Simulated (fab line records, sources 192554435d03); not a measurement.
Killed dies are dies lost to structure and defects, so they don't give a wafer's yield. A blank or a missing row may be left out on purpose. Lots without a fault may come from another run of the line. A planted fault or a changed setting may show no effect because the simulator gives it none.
Chamber matching | flow n5_finfet | N5_BEOL_M1_PECVD_72 on pecvd-02: 3 sister chambers
The step deposits SiO2 from TEOS/O2, target thk 16 nm, time 18 s. 3 wafers are shown with their chamber, then 9 later ones without.

WAFERS WITH THEIR CHAMBER
wafer  | chamber | throttle_valve_pct (%)
L089.4 | 2       | 19.8
L089.5 | 1       | 23.3
L089.6 | 0       | 22.0

WAFERS WITHOUT THEIR CHAMBER
wafer  | throttle_valve_pct (%)
L091.1 | 19.8
L091.3 | 23.3
L091.6 | 23.3
L095.2 | 23.2
L095.4 | 21.9
L095.5 | 23.3
L097.2 | 23.4
L097.3 | 19.7
L097.5 | 23.1

WHICH CHAMBER EACH WENT THROUGH
wafer  | from the rows above | in truth
L091.1 | 2                   | 2
L091.3 | 1                   | 1
L091.6 | 1                   | 1
L095.2 | 1                   | 1
L095.4 | 0                   | 0
L095.5 | 1                   | 1
L097.2 | 1                   | 1
L097.3 | 2                   | 2
L097.5 | 1                   | 1
Placed correctly: 9 of 9. Can't be placed from these rows: 0. Placed wrongly: 0.
How it was worked out, from the rows above alone: a wafer's distance from a chamber is the root of the sum, over the readings, of the square of ((its reading less the chamber's mean) divided by the reading's scatter). The wafer belongs to the nearest chamber; if the next one is less than 2 further off, it can't be placed. A chamber's mean is the mean of its shown wafers. The scatter: with one shown wafer a chamber, the root of the mean of the squares of how far each hidden wafer lies from its nearest shown one.
